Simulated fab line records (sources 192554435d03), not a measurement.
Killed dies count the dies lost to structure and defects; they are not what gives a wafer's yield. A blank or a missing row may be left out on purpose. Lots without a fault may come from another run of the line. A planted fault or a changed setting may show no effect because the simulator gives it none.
fab line records | flow n5Finfet | part 2 of 2: steps 4 to 6 of 6
[record] lots = 24 | wafers = 72 | lastDay = 19
route steps=1938 shown FIN_SAQP@144 FIN_CUT@166 STI_FIN_REVEAL@191 DUMMY_GATE@219 SD_EPI_P@304
lots untouched by any fault: they come from a run of this same line in which no faults occurred
startH: start of the lot's first displayed wafer, in hours after the record's first day | waitH: hours from the lot's prior step to this one | " unchanged from the row above | L1.1+2: one row covering several wafers at once | - no value, or no start was given | * or withheld: withheld | < > ~ a bound
route shown NAME@n: names a module that has steps shown in the file, with the first one's number in the route | usual: mean and standard deviation over wafers with no fault | same: alike in all rows | chamber/n: place in a boat | sites: readings site by site | _std_site: the standard deviation of these | _edge_site: the outer-site mean with the inner-site mean subtracted | radiusMm: how far each site lies from the wafer's centre | mask NAME#n: copy n | behind: tool/chamber where the wafer was last shaped | hold: cause of the lot's hold/its duration in hours/its outcome | device: names the non-switching transistor (n, p or np) | end of line: at the end of the route, the tests of the same wafers | a step without rows: its recipe alone | killed: at the first sort, the dies lost to defects and structure; wafer yield is something else | map: a wafer's dies, x killed, . not, _ none there
set.NAME: setting as actually run; set.NAME@STEP: the setting as run at that earlier step | model.NAME: the simulator's own value behind a step, which no gauge read
a sample of lots followed through the steps of the route, with each step as a table and each wafer as a row
services: the hour from which a tool's chamber was out of use, counted from the record's first day as startH (under 0 if before that day), plus the number of hours and why
[[steps]]
[step N5_STI_FIN_REVEAL_STRIP_24]
[recipe] chemistry = N2/H2 | timeS = 90 | powerW = 100 | tempC = 40 | pressureMtorr = 100 | rfFrequencyHz = 6e+07 | biasPowerW = 3 | n2FlowSccm = 300 | h2FlowSccm = 300
[usual] drypumpMotorCurrentA = 5.6/0.51 | h2FlowSccm = 300.0/0.91 | oesProductAu = 0.77/0.076 | rfVppV = 45.3/0.87 | showerheadPlenumPTorr = 3.41/0.092 | tempC = 39.99/0.11 | throttleValvePct = 12.2/0.31
[same] timeS = 90
lot.wafer | tool       | chamber | startH | waitH | drypumpMotorCurrentA | h2FlowSccm | oesProductAu | rfHoursCounterH | rfVppV | showerheadPlenumPTorr | tempC | throttleValvePct
L074.1    | rieDiel-02 | 2       | 35.20  | 0.0   | 5.1                  | 300.3      | 0.73         | 144             | 45.2   | 3.55                  | 40.03 | 12.5
L074.5    | "          | 1       | "      | "     | 5.7                  | 298.8      | 0.82         | -               | 46.9   | 3.43                  | 39.86 | 12.4
L074.6    | "          | 0       | "      | "     | 6.2                  | 299.3      | 0.74         | -               | 44.8   | 3.50                  | 40.02 | 12.5
L075.2    | rieDiel-06 | 0       | 39.57  | 0.0   | 5.3                  | 300.0      | 0.79         | 130             | 45.3   | 3.51                  | 40.02 | 12.3
L075.5    | "          | 3       | "      | "     | 4.8                  | 299.8      | 0.70         | -               | 43.1   | 3.33                  | 39.98 | 12.2
L075.6    | "          | 0       | "      | "     | 5.3                  | 300.8      | 0.79         | -               | 43.7   | 3.51                  | 40.05 | 12.3
L076.4    | rieDiel-05 | 2       | 45.72  | 0.0   | 6.0                  | 298.6      | 0.92         | -               | 45.1   | 3.31                  | 40.05 | 11.7
L076.5    | "          | 1       | "      | "     | 4.9                  | 300.9      | 0.74         | -               | 44.5   | 3.39                  | 39.96 | 12.1
L076.6    | "          | 0       | "      | "     | 6.3                  | 299.7      | 0.85         | -               | 43.9   | 3.25                  | 39.81 | 11.9
L077.1    | rieDiel-05 | 1       | 52.47  | 0.0   | 4.9                  | 300.6      | 0.74         | 143             | 45.7   | 3.39                  | 40.01 | 12.1
L077.3    | "          | 3       | "      | "     | 5.6                  | 301.4      | 0.72         | 194             | 45.4   | 3.48                  | 39.75 | 12.2
L077.6    | "          | 3       | "      | "     | 5.6                  | 301.6      | 0.73         | -               | 46.3   | 3.48                  | 39.79 | 12.2
L078.4    | rieDiel-05 | 1       | 58.09  | 0.0   | 4.9                  | 300.0      | 0.75         | 145             | 45.2   | 3.39                  | 39.86 | 12.1
L078.5    | "          | 1       | "      | "     | 4.9                  | 300.1      | 0.75         | -               | 45.0   | 3.39                  | 39.92 | 12.1
L078.6    | "          | 2       | "      | "     | 6.0                  | 298.6      | 0.92         | -               | 45.8   | 3.31                  | 40.01 | 11.7
L079.1    | rieDiel-02 | 1       | 63.72  | 0.0   | 5.7                  | 300.9      | 0.81         | 93              | 44.7   | 3.42                  | 40.05 | 12.5
L079.3    | "          | 3       | "      | "     | 5.3                  | 300.2      | 0.69         | 210             | 45.4   | 3.47                  | 40.05 | 12.5
L079.4    | "          | 0       | "      | "     | 6.2                  | 300.2      | 0.72         | 176             | 46.2   | 3.50                  | 40.09 | 12.5
L080.3    | rieDiel-05 | 0       | 70.36  | 0.0   | 6.3                  | 300.2      | 0.83         | 82              | 44.3   | 3.24                  | 40.10 | 11.9
L080.4    | "          | 2       | "      | "     | 5.9                  | 301.2      | 0.90         | 20              | 45.7   | 3.30                  | 40.02 | 11.7
L080.5    | "          | 0       | "      | "     | 6.3                  | 299.9      | 0.84         | -               | 45.6   | 3.24                  | 40.08 | 11.9
L081.2    | rieDiel-05 | 3       | 75.42  | 0.0   | 5.6                  | 299.0      | 0.71         | 202             | 44.7   | 3.47                  | 39.99 | 12.2
L081.3    | "          | 2       | "      | "     | 5.9                  | 300.4      | 0.90         | 22              | 45.4   | 3.30                  | 39.90 | 11.8
L081.5    | "          | 2       | "      | "     | 5.9                  | 299.5      | 0.91         | -               | 45.7   | 3.30                  | 40.02 | 11.7
L082.2    | rieDiel-05 | 2       | 81.17  | 0.0   | 6.0                  | 300.4      | 0.90         | 24              | 45.6   | 3.30                  | 39.89 | 11.8
L082.3    | "          | 1       | "      | "     | 4.9                  | 301.6      | 0.73         | 153             | 44.7   | 3.38                  | 39.98 | 12.1
L082.6    | "          | 1       | "      | "     | 5.0                  | 301.2      | 0.73         | -               | 45.0   | 3.38                  | 39.98 | 12.1
L083.3    | rieDiel-02 | 2       | 88.18  | 0.0   | 5.1                  | 298.2      | 0.71         | 162             | 44.6   | 3.54                  | 40.08 | 12.6
L083.4    | "          | 1       | "      | "     | 5.8                  | 299.1      | 0.80         | 102             | 46.1   | 3.42                  | 40.03 | 12.4
L083.5    | "          | 1       | "      | "     | 5.7                  | 300.6      | 0.79         | -               | 45.9   | 3.42                  | 39.98 | 12.4
L084.1    | rieDiel-06 | 2       | 95.48  | 0.0   | 5.4                  | 298.8      | 0.69         | 234             | 45.8   | 3.45                  | 39.91 | 12.4
L084.4    | "          | 3       | "      | "     | 4.8                  | 299.6      | 0.99         | 3               | 44.5   | 3.32                  | 40.06 | 11.6
L084.6    | "          | 1       | "      | "     | 6.5                  | 299.0      | 0.89         | -               | 46.2   | 3.46                  | 39.89 | 11.8
L085.1    | rieDiel-02 | 1       | 105.45 | 0.0   | 5.8                  | 299.4      | 0.79         | 108             | 44.9   | 3.42                  | 39.99 | 12.5
L085.4    | "          | 3       | "      | "     | 5.3                  | 299.8      | 0.68         | 223             | 44.1   | 3.46                  | 39.85 | 12.6
L085.6    | "          | 0       | "      | "     | 6.2                  | 301.6      | 0.71         | -               | 45.9   | 3.49                  | 40.02 | 12.6
L086.1    | rieDiel-02 | 0       | 108.20 | 0.0   | 6.2                  | 300.7      | 0.71         | 192             | 45.1   | 3.49                  | 39.88 | 12.6
L086.2    | "          | 1       | "      | "     | 5.8                  | 299.5      | 0.79         | 109             | 45.9   | 3.41                  | 40.01 | 12.5
L086.3    | "          | 3       | "      | "     | 5.3                  | 299.8      | 0.69         | 224             | 45.1   | 3.46                  | 39.97 | 12.6
L087.1    | rieDiel-02 | 1       | 111.42 | 0.0   | 5.8                  | 300.7      | 0.79         | 111             | 44.5   | 3.41                  | 39.93 | 12.5
L087.2    | "          | 3       | "      | "     | 5.3                  | 299.3      | 0.68         | 225             | 46.0   | 3.46                  | 40.00 | 12.6
L087.4    | "          | 0       | "      | "     | 6.2                  | 299.9      | 0.72         | 194             | 45.3   | 3.49                  | 39.95 | 12.6
L088.1    | rieDiel-02 | 3       | 116.94 | 0.0   | 5.3                  | 299.6      | 0.69         | 227             | 45.8   | 3.46                  | 40.11 | 12.6
L088.3    | "          | 1       | "      | "     | 5.8                  | 299.9      | 0.79         | 113             | 44.0   | 3.41                  | 40.00 | 12.5
L088.5    | "          | 2       | "      | "     | 5.1                  | 299.3      | 0.71         | -               | 44.8   | 3.53                  | 39.92 | 12.6
L089.2    | rieDiel-02 | 1       | 123.82 | 0.0   | 5.7                  | 300.5      | 0.78         | 115             | 47.4   | 3.41                  | 39.94 | 12.5
L089.3    | "          | 2       | "      | "     | 5.1                  | 301.0      | 0.70         | 174             | 45.3   | 3.53                  | 40.10 | 12.6
L089.6    | "          | 2       | "      | "     | 5.1                  | 299.2      | 0.71         | -               | 46.9   | 3.53                  | 39.87 | 12.6
L090.1    | rieDiel-06 | 2       | 129.18 | 0.0   | 5.4                  | 301.6      | 0.69         | 246             | 46.1   | 3.44                  | 39.98 | 12.4
L090.2    | "          | 3       | "      | "     | 4.8                  | 299.2      | 0.95         | 15              | 45.1   | 3.32                  | 40.32 | 11.7
L090.6    | "          | 2       | "      | "     | 5.4                  | 299.5      | 0.69         | -               | 44.6   | 3.44                  | 39.87 | 12.4
L091.2    | rieDiel-05 | 0       | 135.55 | 0.0   | 6.3                  | 300.1      | 0.82         | 102             | 45.9   | 3.23                  | 39.87 | 11.9
L091.3    | "          | 3       | "      | "     | 5.6                  | 300.1      | 0.70         | 221             | 46.0   | 3.46                  | 39.83 | 12.3
L091.4    | "          | 1       | "      | "     | 4.9                  | 299.2      | 0.72         | 169             | 44.6   | 3.37                  | 40.07 | 12.1
L092.2    | rieDiel-05 | 0       | 142.27 | 0.0   | 6.3                  | 300.1      | 0.82         | 104             | 43.4   | 3.23                  | 39.94 | 11.9
L092.4    | "          | 1       | "      | "     | 4.9                  | 301.7      | 0.72         | 171             | 44.0   | 3.37                  | 39.93 | 12.2
L092.6    | "          | 1       | "      | "     | 4.9                  | 300.4      | 0.72         | -               | 45.5   | 3.37                  | 39.88 | 12.1
L093.1    | rieDiel-02 | 2       | 148.74 | 0.0   | 5.1                  | 300.2      | 0.70         | 183             | 46.4   | 3.53                  | 39.95 | 12.6
L093.5    | "          | 3       | "      | "     | 5.3                  | 298.7      | 0.68         | -               | 45.0   | 3.45                  | 39.78 | 12.6
L093.6    | "          | 0       | "      | "     | 6.2                  | 298.8      | 0.70         | -               | 45.4   | 3.48                  | 39.96 | 12.6
L094.2    | rieDiel-06 | 3       | 155.13 | 0.0   | 4.8                  | 300.9      | 0.91         | 25              | 44.2   | 3.31                  | 40.01 | 11.7
L094.3    | "          | 1       | "      | "     | 6.5                  | 299.3      | 0.86         | 68              | 45.8   | 3.45                  | 40.20 | 11.9
L094.5    | "          | 3       | "      | "     | 4.8                  | 301.9      | 0.92         | -               | 46.1   | 3.31                  | 39.86 | 11.7
L095.1    | rieDiel-05 | 1       | 161.28 | 0.0   | 4.9                  | 300.2      | 0.72         | 178             | 44.4   | 3.37                  | 40.00 | 12.2
L095.2    | "          | 2       | "      | "     | 5.9                  | 300.6      | 0.86         | 50              | 44.9   | 3.29                  | 40.00 | 11.8
L095.4    | "          | 3       | "      | "     | 5.6                  | 298.6      | 0.69         | 229             | 45.7   | 3.46                  | 39.98 | 12.3
L096.1    | rieDiel-02 | 2       | 165.52 | 0.0   | 5.1                  | 301.1      | 0.68         | 189             | 47.2   | 3.53                  | 40.04 | 12.6
L096.3    | "          | 0       | "      | "     | 6.2                  | 300.5      | 0.69         | 214             | 45.7   | 3.48                  | 39.99 | 12.6
L096.5    | "          | 0       | "      | "     | 6.2                  | 300.2      | 0.69         | -               | 45.9   | 3.48                  | 40.07 | 12.6
L097.1    | rieDiel-05 | 3       | 172.85 | 0.0   | 5.6                  | 300.8      | 0.70         | 233             | 45.3   | 3.46                  | 40.07 | 12.3
L097.4    | "          | 1       | "      | "     | 4.9                  | 300.7      | 0.70         | 182             | 46.0   | 3.37                  | 40.24 | 12.2
L097.5    | "          | 0       | "      | "     | 6.3                  | 298.2      | 0.80         | -               | 45.7   | 3.23                  | 40.28 | 12.0
[step N5_DUMMY_GATE_THK_MEAS_05]
[usual] thkNm = 71.8/1.6
lot.wafer | tool         | chamber | startH | waitH | thkNm
L074.1    | filmMetro-02 | -       | 45.81  | 0.1   | 69.8
L074.5    | "            | -       | "      | "     | 71.4
L074.6    | "            | -       | "      | "     | 69.2
L075.2    | filmMetro-01 | -       | 46.78  | 0.2   | 72.2
L075.5    | "            | -       | "      | "     | 72.6
L075.6    | "            | -       | "      | "     | 73.9
L076.4    | filmMetro-02 | -       | 61.99  | 0.1   | 71.2
L076.5    | "            | -       | "      | "     | 67.5
L076.6    | "            | -       | "      | "     | 70.5
L077.1    | filmMetro-01 | -       | 62.01  | 0.1   | 71.9
L077.3    | "            | -       | "      | "     | 70.0
L077.6    | "            | -       | "      | "     | 72.6
L078.4    | filmMetro-01 | -       | 67.13  | 0.1   | 71.3
L078.5    | "            | -       | "      | "     | 70.1
L078.6    | "            | -       | "      | "     | 72.3
L079.1    | filmMetro-01 | -       | 72.76  | 0.1   | 72.5
L079.3    | "            | -       | "      | "     | 73.0
L079.4    | "            | -       | "      | "     | 72.2
L080.3    | filmMetro-02 | -       | 77.72  | 0.1   | 70.8
L080.4    | "            | -       | "      | "     | 72.1
L080.5    | "            | -       | "      | "     | 71.0
L081.2    | filmMetro-01 | -       | 82.77  | 0.1   | 71.8
L081.3    | "            | -       | "      | "     | 73.7
L081.5    | "            | -       | "      | "     | 73.1
L082.2    | filmMetro-02 | -       | 88.36  | 0.1   | 68.7
L082.3    | "            | -       | "      | "     | 72.5
L082.6    | "            | -       | "      | "     | 71.8
L083.3    | filmMetro-02 | -       | 97.57  | 0.2   | 72.0
L083.4    | "            | -       | "      | "     | 69.7
L083.5    | "            | -       | "      | "     | 72.3
L084.1    | filmMetro-01 | -       | 103.92 | 0.2   | 70.5
L084.4    | "            | -       | "      | "     | 72.3
L084.6    | "            | -       | "      | "     | 71.2
L085.1    | filmMetro-02 | -       | 112.65 | 0.1   | 71.9
L085.4    | "            | -       | "      | "     | 71.5
L085.6    | "            | -       | "      | "     | 72.1
L086.1    | filmMetro-01 | -       | 117.46 | 0.2   | 72.9
L086.2    | "            | -       | "      | "     | 72.6
L086.3    | "            | -       | "      | "     | 70.4
L087.1    | filmMetro-01 | -       | 120.56 | 0.1   | 73.6
L087.2    | "            | -       | "      | "     | 73.2
L087.4    | "            | -       | "      | "     | 72.2
L088.1    | filmMetro-01 | -       | 126.03 | 0.1   | 72.1
L088.3    | "            | -       | "      | "     | 71.7
L088.5    | "            | -       | "      | "     | 70.0
L089.2    | filmMetro-01 | -       | 132.82 | 0.1   | 69.8
L089.3    | "            | -       | "      | "     | 73.5
L089.6    | "            | -       | "      | "     | 72.2
L090.1    | filmMetro-01 | -       | 136.45 | 0.2   | 72.9
L090.2    | "            | -       | "      | "     | 69.2
L090.6    | "            | -       | "      | "     | 71.3
L091.2    | filmMetro-01 | -       | 142.85 | 0.1   | 71.4
L091.3    | "            | -       | "      | "     | 73.1
L091.4    | "            | -       | "      | "     | 74.1
L092.2    | filmMetro-01 | -       | 149.55 | 0.2   | 71.1
L092.4    | "            | -       | "      | "     | 72.4
L092.6    | "            | -       | "      | "     | 73.5
L093.1    | filmMetro-01 | -       | 155.96 | 0.2   | 73.1
L093.5    | "            | -       | "      | "     | 73.6
L093.6    | "            | -       | "      | "     | 71.4
L094.2    | filmMetro-02 | -       | 163.03 | 0.2   | 70.7
L094.3    | "            | -       | "      | "     | 69.9
L094.5    | "            | -       | "      | "     | 69.1
L095.1    | filmMetro-01 | -       | 169.88 | 0.2   | 73.1
L095.2    | "            | -       | "      | "     | 70.3
L095.4    | "            | -       | "      | "     | 73.3
L096.1    | filmMetro-02 | -       | 172.84 | 0.1   | 71.4
L096.3    | "            | -       | "      | "     | 71.4
L096.5    | "            | -       | "      | "     | 73.6
L097.1    | filmMetro-01 | -       | 180.02 | 0.2   | 73.5
L097.4    | "            | -       | "      | "     | 70.9
L097.5    | "            | -       | "      | "     | 74.2
[step N5_SD_EPI_P_OVL_MEAS_10]
[recipe] pointsPerWafer = 44
[usual] SD_P_BLK_OVL = 0.2/0.61
lot.wafer | tool       | chamber | startH | waitH | SD_P_BLK_OVL[nm]
L074.1    | overlay-02 | 0       | 58.32  | 0.0   | -0.2
L074.5    | "          | 0       | "      | "     | 0.7
L074.6    | "          | 0       | "      | "     | -0.2
L075.2    | overlay-02 | 0       | 65.41  | 0.0   | -0.2
L075.5    | "          | 0       | "      | "     | -0.2
L075.6    | "          | 0       | "      | "     | -0.1
L076.4    | overlay-01 | 0       | 73.25  | 0.0   | 0.5
L076.5    | "          | 0       | "      | "     | 0.9
L076.6    | "          | 0       | "      | "     | 1.1
L077.1    | overlay-01 | 0       | 79.01  | 0.0   | -0.6
L077.3    | "          | 0       | "      | "     | 0.2
L077.6    | "          | 0       | "      | "     | 0.9
L078.4    | overlay-01 | 0       | 81.07  | 0.0   | 0.3
L078.5    | "          | 0       | "      | "     | 0.0
L078.6    | "          | 0       | "      | "     | -0.3
L079.1    | overlay-01 | 0       | 84.82  | 0.0   | -0.2
L079.3    | "          | 0       | "      | "     | -0.3
L079.4    | "          | 0       | "      | "     | -0.6
L080.3    | overlay-02 | 0       | 89.29  | 0.0   | 0.9
L080.4    | "          | 0       | "      | "     | -0.3
L080.5    | "          | 0       | "      | "     | 1.2
L081.2    | overlay-02 | 0       | 94.84  | 0.0   | -0.3
L081.3    | "          | 0       | "      | "     | -0.1
L081.5    | "          | 0       | "      | "     | -0.4
L082.2    | overlay-02 | 0       | 100.96 | 0.0   | -0.7
L082.3    | "          | 0       | "      | "     | -0.2
L082.6    | "          | 0       | "      | "     | -0.6
L083.3    | overlay-02 | 0       | 109.37 | 0.0   | 1.1
L083.4    | "          | 0       | "      | "     | 1.2
L083.5    | "          | 0       | "      | "     | 0.5
L084.1    | overlay-02 | 0       | 115.99 | 0.0   | 0.4
L084.4    | "          | 0       | "      | "     | 0.3
L084.6    | "          | 0       | "      | "     | -0.1
L085.1    | overlay-01 | 0       | 125.30 | 0.0   | -0.1
L085.4    | "          | 0       | "      | "     | 1.2
L085.6    | "          | 0       | "      | "     | 0.4
L086.1    | overlay-02 | 0       | 130.09 | 0.0   | -0.4
L086.2    | "          | 0       | "      | "     | -0.2
L086.3    | "          | 0       | "      | "     | 0.3
L087.1    | overlay-01 | 0       | 133.13 | 0.0   | -0.2
L087.2    | "          | 0       | "      | "     | -0.7
L087.4    | "          | 0       | "      | "     | -0.4
L088.1    | overlay-01 | 0       | 139.23 | 0.0   | 0.2
L088.3    | "          | 0       | "      | "     | 0.7
L088.5    | "          | 0       | "      | "     | 0.1
L089.2    | overlay-02 | 0       | 144.41 | 0.0   | 0.4
L089.3    | "          | 0       | "      | "     | 0.7
L089.6    | "          | 0       | "      | "     | -0.1
L090.1    | overlay-02 | 0       | 148.17 | 0.0   | -0.6
L090.2    | "          | 0       | "      | "     | -0.7
L090.6    | "          | 0       | "      | "     | -0.4
L091.2    | overlay-01 | 0       | 153.84 | 0.0   | -0.2
L091.3    | "          | 0       | "      | "     | 0.0
L091.4    | "          | 0       | "      | "     | 0.6
L092.2    | overlay-01 | 0       | 161.72 | 0.0   | 0.3
L092.4    | "          | 0       | "      | "     | -0.6
L092.6    | "          | 0       | "      | "     | -0.2
L093.1    | overlay-02 | 0       | 168.31 | 0.0   | 0.4
L093.5    | "          | 0       | "      | "     | 1.0
L093.6    | "          | 0       | "      | "     | 0.7
L094.2    | overlay-01 | 0       | 174.82 | 0.0   | 0.5
L094.3    | "          | 0       | "      | "     | -0.1
L094.5    | "          | 0       | "      | "     | 0.7
L095.1    | overlay-01 | 0       | 181.33 | 0.0   | 0.4
L095.2    | "          | 0       | "      | "     | 1.1
L095.4    | "          | 0       | "      | "     | 0.4
L096.1    | overlay-01 | 0       | 186.69 | 0.0   | 0.3
L096.3    | "          | 0       | "      | "     | -0.3
L096.5    | "          | 0       | "      | "     | -0.6
L097.1    | overlay-02 | 0       | 191.72 | 0.0   | 0.6
L097.4    | "          | 0       | "      | "     | 1.3
L097.5    | "          | 0       | "      | "     | 0.4
[[services]]
tool       | chamber | startH | hours | kind
rieDiel-05 | -       | 5.20   | 0.2   | repair
rieDiel-03 | 2       | 6.01   | 12.1  | repair
rieDiel-02 | 3       | 24.79  | 6.3   | repair
rieDiel-05 | 3       | 39.99  | 7.1   | repair
rieDiel-02 | 3       | 42.32  | 4.4   | repair
rieDiel-06 | -       | 46.53  | 2.8   | pm
rieDiel-04 | -       | 52.58  | 0.2   | repair
rieDiel-03 | 0       | 55.84  | 5.4   | repair
rieDiel-06 | 3       | 61.57  | -     | clean
rieDiel-06 | 3       | 61.57  | -     | consumableReplace:focusRing
rieDiel-06 | 3       | 61.57  | 14.3  | scheduledDown
rieDiel-06 | 3       | 61.57  | 14.3  | ventCycle
rieDiel-06 | 3       | 89.22  | 5.0   | repair
rieDiel-04 | 0       | 93.96  | -     | clean
rieDiel-04 | 0       | 93.96  | -     | consumableReplace:focusRing
rieDiel-04 | 0       | 93.96  | 15.1  | scheduledDown
rieDiel-04 | 0       | 93.96  | 15.1  | ventCycle
rieDiel-04 | 2       | 96.27  | 15.7  | repair
rieDiel-05 | 1       | 121.32 | 1.8   | repair
rieDiel-04 | -       | 136.35 | 1.1   | repair
rieDiel-06 | 2       | 144.60 | -     | clean
rieDiel-06 | 2       | 144.60 | -     | consumableReplace:focusRing
rieDiel-04 | 0       | 152.81 | 8.1   | repair
rieDiel-04 | -       | 167.56 | 0.5   | repair
